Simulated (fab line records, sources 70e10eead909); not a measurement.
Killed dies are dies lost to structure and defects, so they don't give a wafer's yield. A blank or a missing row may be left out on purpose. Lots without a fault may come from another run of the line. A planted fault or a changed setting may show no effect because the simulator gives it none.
Tool commonality check | flow nand_harc | 4 lots, 10 wafers sampled

WHY IT WAS OPENED
At NHARC_END_SORT_01 the reading killed_at_array is flagged on 3 of 4 lots. Wafers without a fault read 51, standard deviation 18.
Rule: a lot is flagged when every wafer of it that has a number lies more than 4 standard deviations from that mean, or none has a number. The other lots count as sound.

lot  | measured     | on        | killed_at_array, wafer by wafer | flag
L693 | day 26 06:08 | prober-02 | 673 676 674                     | FLAGGED
L694 | day 26 06:56 | prober-01 | 674 672 675                     | FLAGGED
L700 | day 29 10:55 | prober-02 | 671 670 671                     | FLAGGED
L702 | day 30 13:44 | prober-02 | 61                              |
The numbers of the flagged lots are 673 on average: +622 against the usual, or +35 standard deviations.

WHICH TOOL RAN EACH LOT
The record holds 4 process steps before the reading, out of a route of 1302 steps. In each cell: the tool, then ch and the chambers that the sampled wafers went through, then the start.
lot  | flag    | NHARC_A_CHANNEL_HOLE_D1_ETCH_26  | NHARC_A_CHANNEL_FILL_D1_CVD_18                                        | NHARC_A_CHANNEL_FILL_D1_ETCHBACK_20 | NHARC_A_CHANNEL_FILL_D1_ETCHBACK_08
L693 | FLAGGED | har_etch-01 ch 0,1, day 10 21:48 | lpcvd_poly-03 ch 0, day 11 20:58                                      | rie_diel-07 ch 1,2, day 12 01:43    | rie_diel-01 ch 0,1, day 26 06:08 or earlier
L694 | FLAGGED | har_etch-02 ch 0,1, day 10 20:40 | lpcvd_poly-03 ch 0, day 11 20:58                                      | rie_diel-01 ch 0,1, day 12 01:43    | rie_diel-08 ch 0,2,3, day 26 06:56 or earlier
L700 | FLAGGED | har_etch-02 ch 0,1, day 13 13:52 | lpcvd_poly-03 ch 0, day 14 13:50 and lpcvd_poly-01 ch 0, day 14 16:05 | rie_diel-01 ch 0,1,3, day 14 18:38  | rie_diel-01 ch 0,2,3, day 29 10:55 or earlier
L702 |         | har_etch-01 ch 0,1, day 15 02:50 | lpcvd_poly-03 ch 0, day 16 05:19                                      | rie_diel-07 ch 0,1,2, day 16 07:31  | rie_diel-08 ch 1,2,3, day 30 13:44 or earlier
What these steps do:
- NHARC_A_CHANNEL_HOLE_D1_ETCH_26: etches the open film in C4F8/O2/Ar, time 224.1 s, target depth 300 nm.
- NHARC_A_CHANNEL_FILL_D1_CVD_18: deposits poly-Si, target thk 3 nm.
- NHARC_A_CHANNEL_FILL_D1_ETCHBACK_20: etches the open film in C4F8/O2/Ar, target depth 27 nm, time 13.5 s.
- NHARC_A_CHANNEL_FILL_D1_ETCHBACK_08: etches the open film in C4F8, target depth 220 nm, time 110 s.
- NHARC_END_SORT_01

FLAGGED OVER TOTAL, TOOL BY TOOL (the gauges that took the reading come last)
step                                | tool          | lots run | flagged | share of the flagged lots | sound lots run after its first flagged lot
NHARC_A_CHANNEL_HOLE_D1_ETCH_26     | har_etch-01   | 2        | 1       | some                      | 1 (L702)
NHARC_A_CHANNEL_HOLE_D1_ETCH_26     | har_etch-02   | 2        | 2       | some                      | 0
NHARC_A_CHANNEL_FILL_D1_CVD_18      | lpcvd_poly-01 | 1        | 1       | some                      | 0
NHARC_A_CHANNEL_FILL_D1_CVD_18      | lpcvd_poly-03 | 4        | 3       | all                       | 1 (L702)
NHARC_A_CHANNEL_FILL_D1_ETCHBACK_20 | rie_diel-01   | 2        | 2       | some                      | 0
NHARC_A_CHANNEL_FILL_D1_ETCHBACK_20 | rie_diel-07   | 2        | 1       | some                      | 1 (L702)
NHARC_A_CHANNEL_FILL_D1_ETCHBACK_08 | rie_diel-01   | 2        | 2       | some                      | 0
NHARC_A_CHANNEL_FILL_D1_ETCHBACK_08 | rie_diel-08   | 2        | 1       | some                      | 1 (L702)
NHARC_END_SORT_01                   | prober-01     | 1        | 1       | some                      | 0
NHARC_END_SORT_01                   | prober-02     | 3        | 2       | some                      | 1 (L702)
NHARC_A_CHANNEL_FILL_D1_ETCHBACK_08 gives no start for some lots, so the hours and the order of its lots are those of NHARC_END_SORT_01.

WHAT THE TABLE ALLOWS
1 row of the table ran every flagged lot: lpcvd_poly-03 at NHARC_A_CHANNEL_FILL_D1_CVD_18.
- lpcvd_poly-03 at NHARC_A_CHANNEL_FILL_D1_CVD_18: 3 of its 4 lots flagged. Sound lots ran on it after the first flagged one (L702), which a lasting fault on the whole tool wouldn't allow.
No row of the table ran every flagged lot and no sound lot after the first.

WHAT THE SIMULATOR HAD PUT IN
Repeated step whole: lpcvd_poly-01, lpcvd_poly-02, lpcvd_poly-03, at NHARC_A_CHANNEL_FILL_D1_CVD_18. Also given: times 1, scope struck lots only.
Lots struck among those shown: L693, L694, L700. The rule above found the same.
